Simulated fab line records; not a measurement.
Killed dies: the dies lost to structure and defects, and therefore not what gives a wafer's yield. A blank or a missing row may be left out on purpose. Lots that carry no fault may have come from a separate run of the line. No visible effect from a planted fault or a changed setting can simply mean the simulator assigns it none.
fab line records :: flow nand_harc
[record]
  lots = 6
  wafers = 16
  last_day = 33
route steps=1302 shown A_DECK1_JOINT@533 A_ONON_D2@545
lots with no fault: from the same line, run without faults
start_h: start of the lot's first displayed wafer, in hours after the record's first day :: wait_h: hours from the lot's prior step to this one :: " unchanged from the row above :: L1.1+2: one row covering several wafers at once :: - no value, or no start was given :: * or withheld: withheld :: < > ~ a bound
route shown NAME@n: a module of which the file shows steps, and the number in the route of the first :: usual: mean and standard deviation over wafers with no fault :: same: alike in all rows :: chamber/n: place in a boat :: sites: per-site readings :: _std_site: standard deviation across them :: _edge_site: the outer-site mean with the inner-site mean subtracted :: radius_mm: for every site, how far away it sits from the centre of the wafer :: mask NAME#n: copy n :: behind: the tool/chamber that last shaped the wafer :: hold: why the lot went on hold/how many hours it stayed there/how the hold came to an end :: device: names the non-switching transistor (n, p or np) :: end of line: the same wafers' tests at the end of the route :: a step given without rows: its recipe and nothing more :: killed: not the wafer's yield, but the dies lost to structure and defects at the first sort :: map: dies across one wafer; x = killed, . = not, _ = none there
set.NAME: the setting that was run; set.NAME@STEP: the one run at that earlier step :: model.NAME: the simulator's own value behind a step, which no gauge read
a table for each step, a row for each wafer; lots at some steps of the route
services: a tool's chamber out of use, with start hour (start_h, from the record's first day; less than 0 if before it), hours out, and reason
[[steps]]
[step NHARC_A_DECK1_JOINT_CVD_34]
[recipe]
  target_thk_a = 200
  temp_c = 700
  pressure_mtorr = 300
  material = SiNx
[step NHARC_A_DECK1_JOINT_DEP_06]
[recipe]
  target_thk_a = 800
  temp_c = 65
  material = SiOx
[step NHARC_A_DECK1_JOINT_CURE_26]
[recipe]
  temp_c = 150
  time_s = 32
  pressure_atm = 0.395
[step NHARC_A_DECK1_JOINT_ANNEAL_27]
[recipe]
  temp_c = 400
  time_s = 3600
  idle_temp_c = 300
  ramp_up_c_per_min = 10
  densification_p_h2o_torr = 640
[step NHARC_A_DECK1_JOINT_ANNEAL_28]
[recipe]
  temp_c = 500
  time_s = 1800
  idle_temp_c = 400
  ramp_up_c_per_min = 10
  densification_p_h2o_torr = 640
[step NHARC_A_DECK1_JOINT_ANNEAL_29]
[recipe]
  temp_c = 750
  time_s = 1800
  idle_temp_c = 500
  ramp_up_c_per_min = 10
  ramp_down_c_per_min = 3
[step NHARC_A_DECK1_JOINT_CMP_02]
[recipe]
  material = SiOx
[usual]
  motor_current_A = 12.0/1.5
  pad_life_wafers = 194/95
lot.wafer: L215.4
tool: cmp-01
chamber: 3
start_h: 280.26
wait_h: 0.4
motor_current_A: 11.4
pad_life_wafers: 295

lot.wafer: L215.2
tool: cmp-01
chamber: 0
start_h: 280.26
wait_h: 0.4
motor_current_A: 11.0
pad_life_wafers: 296

lot.wafer: L215.3
tool: cmp-01
chamber: 1
start_h: 280.26
wait_h: 0.4
motor_current_A: 12.6
pad_life_wafers: 297

lot.wafer: L223.2
tool: cmp-01
chamber: 2
start_h: 359.01
wait_h: 0.4
motor_current_A: 11.1
pad_life_wafers: 253

lot.wafer: L228.1
tool: cmp-04
chamber: 0
start_h: 395.34
wait_h: 0.4
motor_current_A: 12.2
pad_life_wafers: 240

lot.wafer: L228.2
tool: cmp-04
chamber: 2
start_h: 395.34
wait_h: 0.4
motor_current_A: 11.8
pad_life_wafers: 242

lot.wafer: L228.6
tool: cmp-04
chamber: 0
start_h: 395.34
wait_h: 0.4
motor_current_A: 11.6
pad_life_wafers: -

lot.wafer: L234.4
tool: cmp-03
chamber: 2
start_h: 468.61
wait_h: 0.4
motor_current_A: 12.5
pad_life_wafers: 32

lot.wafer: L234.5
tool: cmp-03
chamber: 0
start_h: 468.61
wait_h: 0.4
motor_current_A: 11.9
pad_life_wafers: -

lot.wafer: L234.6
tool: cmp-03
chamber: 1
start_h: 468.61
wait_h: 0.4
motor_current_A: 10.5
pad_life_wafers: -

lot.wafer: L235.3
tool: cmp-04
chamber: 1
start_h: 482.65
wait_h: 0.4
motor_current_A: 12.9
pad_life_wafers: 271

lot.wafer: L235.2
tool: cmp-04
chamber: 2
start_h: 482.65
wait_h: 0.4
motor_current_A: 11.9
pad_life_wafers: 272

lot.wafer: L235.1
tool: cmp-04
chamber: 3
start_h: 482.65
wait_h: 0.4
motor_current_A: 12.1
pad_life_wafers: 273

lot.wafer: L238.1
tool: cmp-01
chamber: 1
start_h: 503.97
wait_h: 0.4
motor_current_A: 13.0
pad_life_wafers: 61

lot.wafer: L238.3
tool: cmp-01
chamber: 2
start_h: 503.97
wait_h: 0.4
motor_current_A: 10.9
pad_life_wafers: 62

lot.wafer: L238.2
tool: cmp-01
chamber: 3
start_h: 503.97
wait_h: 0.4
motor_current_A: 11.1
pad_life_wafers: 63
[step NHARC_A_DECK1_JOINT_SRD_15]
[step NHARC_A_DECK1_JOINT_DEP_16]
[recipe]
  target_thk_a = 450
  temp_c = 400
  pressure_torr = 6.5
  rf_w = 900
  teos_flow_sccm = 161.4
  flow_sccm = 2650
  target_thk_nm = 45
  gas = O2
  material = SiO2
[usual]
  heater_power_w = 507/89
  throttle_valve_pct = 15.7/0.48
lot.wafer: L215.3
tool: pecvd-01
chamber: 0
start_h: 280.62
wait_h: 0.1
heater_power_w: 527
throttle_valve_pct: 15.9

lot.wafer: L215.2
tool: pecvd-01
chamber: 2
start_h: 280.62
wait_h: 0.1
heater_power_w: 529
throttle_valve_pct: 16.7

lot.wafer: L215.4
tool: pecvd-01
chamber: 0
start_h: 280.62
wait_h: 0.1
heater_power_w: 533
throttle_valve_pct: 15.8

lot.wafer: L223.2
tool: pecvd-04
chamber: 0
start_h: 359.45
wait_h: 0.1
heater_power_w: 617
throttle_valve_pct: 16.1

lot.wafer: L228.2
tool: pecvd-02
chamber: 0
start_h: 395.73
wait_h: 0.1
heater_power_w: 383
throttle_valve_pct: 16.3

lot.wafer: L228.1
tool: pecvd-02
chamber: 2
start_h: 395.73
wait_h: 0.1
heater_power_w: 497
throttle_valve_pct: 15.8

lot.wafer: L228.6
tool: pecvd-02
chamber: 1
start_h: 395.73
wait_h: 0.1
heater_power_w: 579
throttle_valve_pct: 15.5

lot.wafer: L234.6
tool: pecvd-01
chamber: 1
start_h: 469.06
wait_h: 0.2
heater_power_w: 508
throttle_valve_pct: 15.8

lot.wafer: L234.4
tool: pecvd-01
chamber: 2
start_h: 469.06
wait_h: 0.2
heater_power_w: 516
throttle_valve_pct: 16.7

lot.wafer: L234.5
tool: pecvd-01
chamber: 0
start_h: 469.06
wait_h: 0.2
heater_power_w: 559
throttle_valve_pct: 15.5

lot.wafer: L235.3
tool: pecvd-04
chamber: 2
start_h: 483.02
wait_h: 0.1
heater_power_w: 436
throttle_valve_pct: 15.3

lot.wafer: L235.1
tool: pecvd-04
chamber: 0
start_h: 483.02
wait_h: 0.1
heater_power_w: 714
throttle_valve_pct: 15.9

lot.wafer: L235.2
tool: pecvd-04
chamber: 1
start_h: 483.02
wait_h: 0.1
heater_power_w: 499
throttle_valve_pct: 15.5

lot.wafer: L238.2
tool: pecvd-04
chamber: 0
start_h: 504.33
wait_h: 0.1
heater_power_w: 578
throttle_valve_pct: 16.0

lot.wafer: L238.1
tool: pecvd-04
chamber: 1
start_h: 504.33
wait_h: 0.1
heater_power_w: 470
throttle_valve_pct: 15.4

lot.wafer: L238.3
tool: pecvd-04
chamber: 2
start_h: 504.33
wait_h: 0.1
heater_power_w: 474
throttle_valve_pct: 15.5
[step NHARC_A_DECK1_JOINT_THK_MEAS_17]
[recipe]
  thk_meas_gauge = ellipsometry
[usual]
  thk_nm = 45.1/1.3
lot.wafer: L215.2
tool: film_metro-02
chamber: -
start_h: 280.90
wait_h: 0.2
thk_nm: 42.4

lot.wafer: L215.3
tool: film_metro-02
chamber: -
start_h: 280.90
wait_h: 0.2
thk_nm: 41.4

lot.wafer: L215.4
tool: film_metro-02
chamber: -
start_h: 280.90
wait_h: 0.2
thk_nm: 45.3

lot.wafer: L223.2
tool: film_metro-02
chamber: -
start_h: 359.67
wait_h: 0.2
thk_nm: 46.1

lot.wafer: L228.1
tool: film_metro-01
chamber: -
start_h: 396.01
wait_h: 0.2
thk_nm: 45.3

lot.wafer: L228.2
tool: film_metro-01
chamber: -
start_h: 396.01
wait_h: 0.2
thk_nm: 43.9

lot.wafer: L228.6
tool: film_metro-01
chamber: -
start_h: 396.01
wait_h: 0.2
thk_nm: 44.1

lot.wafer: L234.4
tool: film_metro-01
chamber: -
start_h: 469.26
wait_h: 0.1
thk_nm: 46.5

lot.wafer: L234.5
tool: film_metro-01
chamber: -
start_h: 469.26
wait_h: 0.1
thk_nm: 45.5

lot.wafer: L234.6
tool: film_metro-01
chamber: -
start_h: 469.26
wait_h: 0.1
thk_nm: 45.8

lot.wafer: L235.1
tool: film_metro-01
chamber: -
start_h: 483.29
wait_h: 0.2
thk_nm: 46.1

lot.wafer: L235.2
tool: film_metro-01
chamber: -
start_h: 483.29
wait_h: 0.2
thk_nm: 44.4

lot.wafer: L235.3
tool: film_metro-01
chamber: -
start_h: 483.29
wait_h: 0.2
thk_nm: 46.7

lot.wafer: L238.1
tool: film_metro-01
chamber: -
start_h: 504.61
wait_h: 0.2
thk_nm: 42.7

lot.wafer: L238.2
tool: film_metro-01
chamber: -
start_h: 504.61
wait_h: 0.2
thk_nm: 45.9

lot.wafer: L238.3
tool: film_metro-01
chamber: -
start_h: 504.61
wait_h: 0.2
thk_nm: 45.8
[step NHARC_A_DECK1_JOINT_INSPECT_05]
[usual]
  raw_defect_count = 309/130
lot.wafer: L215.2
tool: defect_inspect-02
chamber: -
start_h: 280.94
wait_h: 0.0
raw_defect_count: 259

lot.wafer: L215.3
tool: defect_inspect-02
chamber: -
start_h: 280.94
wait_h: 0.0
raw_defect_count: 224

lot.wafer: L215.4
tool: defect_inspect-02
chamber: -
start_h: 280.94
wait_h: 0.0
raw_defect_count: 237

lot.wafer: L223.2
tool: defect_inspect-02
chamber: -
start_h: 359.71
wait_h: 0.0
raw_defect_count: 190

lot.wafer: L228.1
tool: defect_inspect-01
chamber: -
start_h: 396.05
wait_h: 0.0
raw_defect_count: 235

lot.wafer: L228.2
tool: defect_inspect-01
chamber: -
start_h: 396.05
wait_h: 0.0
raw_defect_count: 203

lot.wafer: L228.6
tool: defect_inspect-01
chamber: -
start_h: 396.05
wait_h: 0.0
raw_defect_count: 221

lot.wafer: L234.4
tool: defect_inspect-02
chamber: -
start_h: 469.30
wait_h: 0.0
raw_defect_count: 208

lot.wafer: L234.5
tool: defect_inspect-02
chamber: -
start_h: 469.30
wait_h: 0.0
raw_defect_count: 192

lot.wafer: L234.6
tool: defect_inspect-02
chamber: -
start_h: 469.30
wait_h: 0.0
raw_defect_count: 214

lot.wafer: L235.1
tool: defect_inspect-01
chamber: -
start_h: 483.33
wait_h: 0.0
raw_defect_count: 478

lot.wafer: L235.2
tool: defect_inspect-01
chamber: -
start_h: 483.33
wait_h: 0.0
raw_defect_count: 254

lot.wafer: L235.3
tool: defect_inspect-01
chamber: -
start_h: 483.33
wait_h: 0.0
raw_defect_count: 239

lot.wafer: L238.1
tool: defect_inspect-01
chamber: -
start_h: 504.65
wait_h: 0.0
raw_defect_count: 329

lot.wafer: L238.2
tool: defect_inspect-01
chamber: -
start_h: 504.65
wait_h: 0.0
raw_defect_count: 370

lot.wafer: L238.3
tool: defect_inspect-01
chamber: -
start_h: 504.65
wait_h: 0.0
raw_defect_count: 278
[step NHARC_A_ONON_D2_DEP_00]
[recipe]
  target_thk_a = 10000
  n2_flow_sccm = 2750
  n2o_flow_sccm = 2000
  nh3_flow_sccm = 500
  sih4_flow_sccm = 210
  temp_c = 400
lot.wafer: L215.2+3+4
tool: pecvd_onon-02
chamber: 0
start_h: 281.06
wait_h: 0.1

lot.wafer: L223.2
tool: pecvd_onon-02
chamber: 0
start_h: 359.83
wait_h: 0.1

lot.wafer: L228.1+2+6
tool: pecvd_onon-02
chamber: 0
start_h: 396.11
wait_h: 0.1

lot.wafer: L234.4+5+6
tool: pecvd_onon-03
chamber: 0
start_h: 469.54
wait_h: 0.2

lot.wafer: L235.1+2+3
tool: pecvd_onon-01
chamber: 0
start_h: 483.39
wait_h: 0.1

lot.wafer: L238.1+2+3
tool: pecvd_onon-02
chamber: 0
start_h: 504.71
wait_h: 0.1
[step NHARC_A_ONON_D2_THK_MEAS_02]
[recipe]
  thk_meas_gauge = ellipsometry
[usual]
  thk_nm = 998/8.6
lot.wafer: L215.2
tool: film_metro-02
chamber: -
start_h: 281.52
wait_h: -
hold: -
thk_nm: 1001

lot.wafer: L215.3
tool: film_metro-02
chamber: -
start_h: 281.52
wait_h: -
hold: -
thk_nm: 1001

lot.wafer: L215.4
tool: film_metro-02
chamber: -
start_h: 281.52
wait_h: -
hold: -
thk_nm: 1002

lot.wafer: L223.2
tool: film_metro-01
chamber: -
start_h: 360.28
wait_h: -
hold: await_dispo/0.2h/release
thk_nm: 682

lot.wafer: L223.2
tool: film_metro-01
chamber: -
start_h: 360.45
wait_h: 0.2
hold: -
thk_nm: 680

lot.wafer: L228.1
tool: film_metro-01
chamber: -
start_h: 396.63
wait_h: -
hold: await_dispo/0.2h/release
thk_nm: 667

lot.wafer: L228.2
tool: film_metro-01
chamber: -
start_h: 396.63
wait_h: -
hold: await_dispo/0.2h/release
thk_nm: 668

lot.wafer: L228.6
tool: film_metro-01
chamber: -
start_h: 396.63
wait_h: -
hold: await_dispo/0.2h/release
thk_nm: 991

lot.wafer: L228.1
tool: film_metro-01
chamber: -
start_h: 396.80
wait_h: 0.2
hold: -
thk_nm: 668

lot.wafer: L228.2
tool: film_metro-01
chamber: -
start_h: 396.80
wait_h: 0.2
hold: -
thk_nm: 668

lot.wafer: L228.6
tool: film_metro-01
chamber: -
start_h: 396.80
wait_h: 0.2
hold: -
thk_nm: 992

lot.wafer: L234.4
tool: film_metro-01
chamber: -
start_h: 469.88
wait_h: -
hold: -
thk_nm: 1008

lot.wafer: L234.5
tool: film_metro-01
chamber: -
start_h: 469.88
wait_h: -
hold: -
thk_nm: 1007

lot.wafer: L234.6
tool: film_metro-01
chamber: -
start_h: 469.88
wait_h: -
hold: -
thk_nm: 1007

lot.wafer: L235.1
tool: film_metro-01
chamber: -
start_h: 483.91
wait_h: -
hold: -
thk_nm: 998

lot.wafer: L235.2
tool: film_metro-01
chamber: -
start_h: 483.91
wait_h: -
hold: -
thk_nm: 997

lot.wafer: L235.3
tool: film_metro-01
chamber: -
start_h: 483.91
wait_h: -
hold: -
thk_nm: 999

lot.wafer: L238.1
tool: film_metro-01
chamber: -
start_h: 505.22
wait_h: -
hold: -
thk_nm: 1008

lot.wafer: L238.2
tool: film_metro-01
chamber: -
start_h: 505.22
wait_h: -
hold: -
thk_nm: 1007

lot.wafer: L238.3
tool: film_metro-01
chamber: -
start_h: 505.22
wait_h: -
hold: -
thk_nm: 1009
[[services]]
tool: cmp-03
chamber: -
start_h: 260.07
hours: 4.0
kind: pm

tool: pecvd-01
chamber: 2
start_h: 265.00
hours: 2.1
kind: repair

tool: pecvd-04
chamber: -
start_h: 269.00
hours: 13.0
kind: pm

tool: cmp-01
chamber: -
start_h: 283.50
hours: 4.0
kind: pm

tool: cmp-04
chamber: -
start_h: 284.10
hours: 4.7
kind: repair

tool: pecvd-04
chamber: -
start_h: 308.10
hours: 0.3
kind: repair

tool: pecvd-01
chamber: -
start_h: 311.27
hours: 13.0
kind: pm

tool: cmp-04
chamber: -
start_h: 315.89
hours: 1.5
kind: repair

tool: cmp-04
chamber: -
start_h: 324.19
hours: 4.0
kind: pm

tool: cmp-04
chamber: -
start_h: 337.83
hours: 2.2
kind: repair

tool: cmp-04
chamber: -
start_h: 361.22
hours: 7.4
kind: repair

tool: pecvd_onon-02
chamber: -
start_h: 366.00
hours: 13.0
kind: pm

tool: cmp-04
chamber: -
start_h: 375.65
hours: 2.1
kind: repair

tool: cmp-01
chamber: -
start_h: 381.50
hours: 4.0
kind: pm

tool: cmp-01
chamber: -
start_h: 416.35
hours: 0.4
kind: repair

tool: cmp-01
chamber: -
start_h: 418.09
hours: 0.7
kind: repair

tool: cmp-04
chamber: -
start_h: 422.35
hours: 4.0
kind: pm

tool: cmp-01
chamber: -
start_h: 443.58
hours: 4.4
kind: repair

tool: cmp-01
chamber: -
start_h: 449.88
hours: 0.6
kind: repair

tool: pecvd-04
chamber: -
start_h: 450.00
hours: 13.0
kind: pm

tool: cmp-01
chamber: -
start_h: 453.97
hours: 1.6
kind: repair

tool: cmp-01
chamber: -
start_h: 479.50
hours: 4.0
kind: pm

tool: cmp-01
chamber: -
start_h: 491.61
hours: 1.1
kind: repair

tool: pecvd-01
chamber: -
start_h: 492.27
hours: 13.0
kind: pm
[[key]]
[first_sign]
  step = NHARC_A_ONON_D2_THK_MEAS_02
  reading = visit
  direction = added
[effect]
  step = NHARC_A_ONON_D2_THK_MEAS_02
  reading = thk_nm
  direction = down
  sigmas = 38
  usual = 998
  struck = 672
met_at NHARC_A_ONON_D2_DEP_00
struck_wafers L223.2,L228.1,L228.2
later_rows_left_out L223.2,L228.1,L228.2
sort_left_out L223.2,L228.1,L228.2
tester_left_out L223,L228
onset_between 281.06 359.83
[fault]
  kind = process_parameter_drift
  tool = pecvd_onon-02
  chamber = -
  onset_h = 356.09
  steps = NHARC_A_ONON_D2_DEP_00
  channel = target_thk_a
  offset = *
  shape = step
  end_h = 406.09
  scope = struck_wafers_only
  acts_in = *
  stated = *
// tester_left_out: of these lots the tester's yield and bins aren't shown, on N5 and GAA mostly nor the transistor test; their killed dies are dies lost to structure and defects alone, not to doping, threshold or leakage, so they don't give the yield
// sort_left_out: the simulated sort isn't trusted on such a fault, so these wafers' sort isn't shown, and their yield isn't known
// later_rows_left_out: the simulator's readings of these wafers behind a module that went badly wrong aren't trusted and aren't shown, but for the sort
